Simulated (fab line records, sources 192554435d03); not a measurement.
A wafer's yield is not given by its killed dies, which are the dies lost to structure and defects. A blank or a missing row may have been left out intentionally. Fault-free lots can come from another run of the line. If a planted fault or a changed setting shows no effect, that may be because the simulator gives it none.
Chamber matching ; flow n5-finfet ; N5_BEOL_M12_DESCUM_33 on rie-diel-04: 4 sister chambers
The step chemistry O2, time 7.9 s. 4 wafers are shown with their chamber, then 8 later ones without.

WAFERS WITH THEIR CHAMBER
wafer;chamber;showerhead-plenum-p-Torr (Torr)
L086.5;2;2.11
L087.1;3;2.01
L087.4;1;2.07
L089.2;0;2.12

WAFERS WITHOUT THEIR CHAMBER
wafer;showerhead-plenum-p-Torr (Torr)
L089.4;2.01
L089.6;2.12
L091.1;2.12
L091.2;2.10
L091.6;2.12
L094.1;2.01
L094.2;2.06
L094.4;2.06

THE CHAMBER EACH PASSED THROUGH
wafer;from the rows above;in truth
L089.4;3;3
L089.6;can't be placed: 0 or 2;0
L091.1;can't be placed: 0 or 2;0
L091.2;can't be placed: 2 or 0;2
L091.6;can't be placed: 0 or 2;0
L094.1;3;3
L094.2;1;1
L094.4;1;1
Placed correctly: 4 of 8. Not placeable from these rows: 4 (in 4, the candidates include the true chamber). Placed wrongly: 0.
How it was worked out, from the rows above alone: a wafer's distance from a chamber is the root of the sum, over the readings, of the square of ((its reading less the chamber's mean) divided by the reading's scatter). If the next closest chamber is less than 2 further off than the closest, the wafer can't be placed; otherwise it belongs to the closest. A chamber's mean is the mean of its shown wafers. The scatter (one wafer shown for each chamber): square how far every hidden wafer sits from the nearest shown wafer, average those squares and take the square root.
